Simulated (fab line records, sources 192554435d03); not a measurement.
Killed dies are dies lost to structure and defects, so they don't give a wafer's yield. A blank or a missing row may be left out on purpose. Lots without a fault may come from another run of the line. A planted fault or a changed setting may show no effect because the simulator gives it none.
Chamber matching | flow n5_finfet | N5_BEOL_M10_ALD_74 on ald_metal-03: 4 sister chambers
The step deposits TaN, target thk 2 nm, pulse time 2 s, purge time 3 s. 18 wafers are shown with their chamber, then 9 later ones without.

WAFERS WITH THEIR CHAMBER
wafer  | chamber | heater_power_w (W) | mfc_carrier_sccm (sccm)
L079.2 | 0       | 349                | 1492
L079.3 | 1       | 410                | 1505
L079.4 | 2       | 352                | 1506
L082.1 | 1       | 406                | 1500
L082.2 | 2       | 338                | 1498
L082.4 | 0       | 342                | 1509
L085.3 | 2       | 346                | 1499
L085.5 | 1       | 396                | 1501
L085.6 | 0       | 342                | 1500
L086.1 | 3       | 430                | 1493
L086.4 | 0       | 343                | 1506
L086.5 | 3       | 422                | 1499
L087.1 | 1       | 408                | 1494
L087.5 | 0       | 352                | 1498
L087.6 | 1       | 401                | 1498
L089.2 | 1       | 399                | 1505
L089.4 | 3       | 433                | 1498
L089.5 | 2       | 344                | 1496

SIGNATURES (means of the wafers above)
reading          | chamber 0 | chamber 1 | chamber 2 | chamber 3 | scatter within a chamber
heater_power_w   | 345.60    | 403.33    | 345.00    | 428.33    | 5.35
mfc_carrier_sccm | 1501.00   | 1500.50   | 1499.75   | 1496.67   | 4.98
Rule: a wafer's distance from a chamber is the root of the sum, over the readings, of the square of ((its reading less the chamber's mean) divided by the reading's scatter). The wafer belongs to the nearest chamber; if the next one is less than 2 further off, it can't be placed. The scatter: the root of (the sum of the squares of (reading less its chamber's mean) over the shown wafers, divided by (wafers less chambers)).

WAFERS WITHOUT THEIR CHAMBER
wafer  | heater_power_w (W) | mfc_carrier_sccm (sccm)
L093.4 | 420                | 1493
L093.5 | 343                | 1499
L093.6 | 399                | 1503
L095.1 | 421                | 1497
L095.3 | 354                | 1503
L095.6 | 399                | 1497
L094.2 | 353                | 1495
L094.4 | 334                | 1499
L094.5 | 335                | 1502

WHICH CHAMBER EACH WENT THROUGH
wafer  | from the rows above     | in truth
L093.4 | can't be placed: 3 or 1 | 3
L093.5 | can't be placed: 2 or 0 | 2
L093.6 | 1                       | 1
L095.1 | 3                       | 3
L095.3 | can't be placed: 0 or 2 | 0
L095.6 | 1                       | 1
L094.2 | can't be placed: 2 or 0 | 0
L094.4 | can't be placed: 2 or 0 | 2
L094.5 | can't be placed: 2 or 0 | 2
Placed correctly: 3 of 9. Can't be placed from these rows: 6 (the true chamber is among the candidates in 6). Placed wrongly: 0.
